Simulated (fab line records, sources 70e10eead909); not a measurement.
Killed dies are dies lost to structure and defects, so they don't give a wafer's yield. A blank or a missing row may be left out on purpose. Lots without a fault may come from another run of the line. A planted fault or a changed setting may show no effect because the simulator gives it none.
Tool commonality check | flow nand_harc | 12 lots, 36 wafers sampled

WHY IT WAS OPENED
At NHARC_P_GATE_CD_MEAS_59 the reading cd_nm is flagged on 1 of 12 lots. Wafers without a fault read 719.0 nm, standard deviation 2.3.
Rule: a lot is flagged when every wafer of it that has a number lies more than 4 standard deviations from that mean, or none has a number. The other lots count as sound.

lot  | measured     | on        | cd_nm (nm), wafer by wafer | flag
L891 | day 5 21:33  | cd_sem-01 | 722.8 723.8 723.7          |
L892 | day 6 15:40  | cd_sem-02 | 761.9 762.8 765.3          | FLAGGED
L893 | day 6 16:30  | cd_sem-01 | 718.6 721.7 723.3          |
L902 | day 10 12:35 | cd_sem-01 | 721.2 721.7 721.4          |
L903 | day 11 16:22 | cd_sem-02 | 720.7 717.7 718.4          |
L905 | day 11 17:04 | cd_sem-03 | 718.0 718.4 716.2          |
L906 | day 12 03:17 | cd_sem-02 | 719.6 716.2 718.3          |
L907 | day 12 15:11 | cd_sem-03 | 715.9 716.4 720.2          |
L909 | day 13 11:35 | cd_sem-03 | 717.1 715.8 715.6          |
L910 | day 14 14:25 | cd_sem-02 | 719.7 721.3 721.8          |
L912 | day 14 20:34 | cd_sem-03 | 715.9 716.6 717.5          |
L913 | day 15 15:58 | cd_sem-03 | 718.1 716.0 717.9          |
The numbers of the flagged lots are 763.3 nm on average: +44.3 nm against the usual, or +19 standard deviations.

WHICH TOOL RAN EACH LOT
The record holds 3 process steps before the reading, out of a route of 1302 steps. In each cell: the tool, then ch and the chambers that the sampled wafers went through, then the start.
lot  | flag    | NHARC_P_GATE_DESCUM_31             | NHARC_P_GATE_STRIP_111               | NHARC_P_GATE_EXPOSE_56
L891 |         | rie_diel-01 ch 1,2,3, day 5 07:56  | plasma_asher-01 ch 0,1, day 5 20:19  | krf_scanner-02 ch 0, day 5 21:24
L892 | FLAGGED | rie_diel-08 ch 0,2, day 6 02:01    | plasma_asher-02 ch 0,1, day 6 14:28  | krf_scanner-03 ch 0, day 6 15:30
L893 |         | rie_diel-10 ch 0,1,2, day 6 02:41  | plasma_asher-01 ch 0,1, day 6 15:16  | krf_scanner-02 ch 0, day 6 16:21
L902 |         | rie_diel-10 ch 1,2, day 9 22:53    | plasma_asher-01 ch 0,1, day 10 11:29 | krf_scanner-03 ch 0, day 10 12:26
L903 |         | rie_diel-01 ch 0,1, day 11 02:52   | plasma_asher-01 ch 0,1, day 11 15:11 | krf_scanner-02 ch 0, day 11 16:13
L905 |         | rie_diel-08 ch 1,2, day 11 03:30   | plasma_asher-01 ch 0,1, day 11 15:50 | krf_scanner-03 ch 0, day 11 16:54
L906 |         | rie_diel-10 ch 2,3, day 11 13:44   | plasma_asher-02 ch 0,1, day 12 02:13 | krf_scanner-01 ch 0, day 12 03:08
L907 |         | rie_diel-01 ch 2,3, day 12 01:32   | plasma_asher-01 ch 0,1, day 12 13:58 | krf_scanner-03 ch 0, day 12 15:02
L909 |         | rie_diel-08 ch 1,2,3, day 12 22:17 | plasma_asher-02 ch 0,1, day 13 10:29 | krf_scanner-01 ch 0, day 13 11:26
L910 |         | rie_diel-01 ch 1,2,3, day 14 00:24 | plasma_asher-02 ch 0,1, day 14 13:14 | krf_scanner-02 ch 0, day 14 14:16
L912 |         | rie_diel-08 ch 0,3, day 14 06:56   | plasma_asher-02 ch 0,1, day 14 19:23 | krf_scanner-02 ch 0, day 14 20:25
L913 |         | rie_diel-01 ch 0,3, day 15 01:54   | plasma_asher-02 ch 0,1, day 15 14:44 | krf_scanner-03 ch 0, day 15 15:49
What these steps do:
- NHARC_P_GATE_DESCUM_31: chemistry O2, time 3 s.
- NHARC_P_GATE_STRIP_111: strips in N2/H2, time 250 s.
- NHARC_P_GATE_EXPOSE_56: exposes mask P PSD, target cd 720 nm.
- NHARC_P_GATE_CD_MEAS_59: target cd 720 nm.

FLAGGED OVER TOTAL, TOOL BY TOOL (the gauges that took the reading come last)
step                    | tool            | lots run | flagged | share of the flagged lots | sound lots run after its first flagged lot
NHARC_P_GATE_DESCUM_31  | rie_diel-01     | 5        | 0       | none                      | -
NHARC_P_GATE_DESCUM_31  | rie_diel-08     | 4        | 1       | all                       | 3 (L905,L909,L912)
NHARC_P_GATE_DESCUM_31  | rie_diel-10     | 3        | 0       | none                      | -
NHARC_P_GATE_STRIP_111  | plasma_asher-01 | 6        | 0       | none                      | -
NHARC_P_GATE_STRIP_111  | plasma_asher-02 | 6        | 1       | all                       | 5 (L906,L909,L910,L912,L913)
NHARC_P_GATE_EXPOSE_56  | krf_scanner-01  | 2        | 0       | none                      | -
NHARC_P_GATE_EXPOSE_56  | krf_scanner-02  | 5        | 0       | none                      | -
NHARC_P_GATE_EXPOSE_56  | krf_scanner-03  | 5        | 1       | all                       | 4 (L902,L905,L907,L913)
NHARC_P_GATE_CD_MEAS_59 | cd_sem-01       | 3        | 0       | none                      | -
NHARC_P_GATE_CD_MEAS_59 | cd_sem-02       | 4        | 1       | all                       | 3 (L903,L906,L910)
NHARC_P_GATE_CD_MEAS_59 | cd_sem-03       | 5        | 0       | none                      | -

WHAT THE TABLE ALLOWS
4 rows of the table ran every flagged lot: rie_diel-08 at NHARC_P_GATE_DESCUM_31, plasma_asher-02 at NHARC_P_GATE_STRIP_111, krf_scanner-03 at NHARC_P_GATE_EXPOSE_56, cd_sem-02 at NHARC_P_GATE_CD_MEAS_59.
- rie_diel-08 at NHARC_P_GATE_DESCUM_31: 1 of its 4 lots flagged. Sound lots ran on it after the first flagged one (L905, L909, L912), which a lasting fault on the whole tool wouldn't allow.
- plasma_asher-02 at NHARC_P_GATE_STRIP_111: 1 of its 6 lots flagged. Sound lots ran on it after the first flagged one (L906, L909, L910, L912, L913), which a lasting fault on the whole tool wouldn't allow.
- krf_scanner-03 at NHARC_P_GATE_EXPOSE_56: 1 of its 5 lots flagged. Sound lots ran on it after the first flagged one (L902, L905, L907, L913), which a lasting fault on the whole tool wouldn't allow.
- cd_sem-02 at NHARC_P_GATE_CD_MEAS_59: 1 of its 4 lots flagged. Sound lots ran on it after the first flagged one (L903, L906, L910), which a lasting fault on the whole tool wouldn't allow.
No row of the table ran every flagged lot and no sound lot after the first.

WHAT THE SIMULATOR HAD PUT IN
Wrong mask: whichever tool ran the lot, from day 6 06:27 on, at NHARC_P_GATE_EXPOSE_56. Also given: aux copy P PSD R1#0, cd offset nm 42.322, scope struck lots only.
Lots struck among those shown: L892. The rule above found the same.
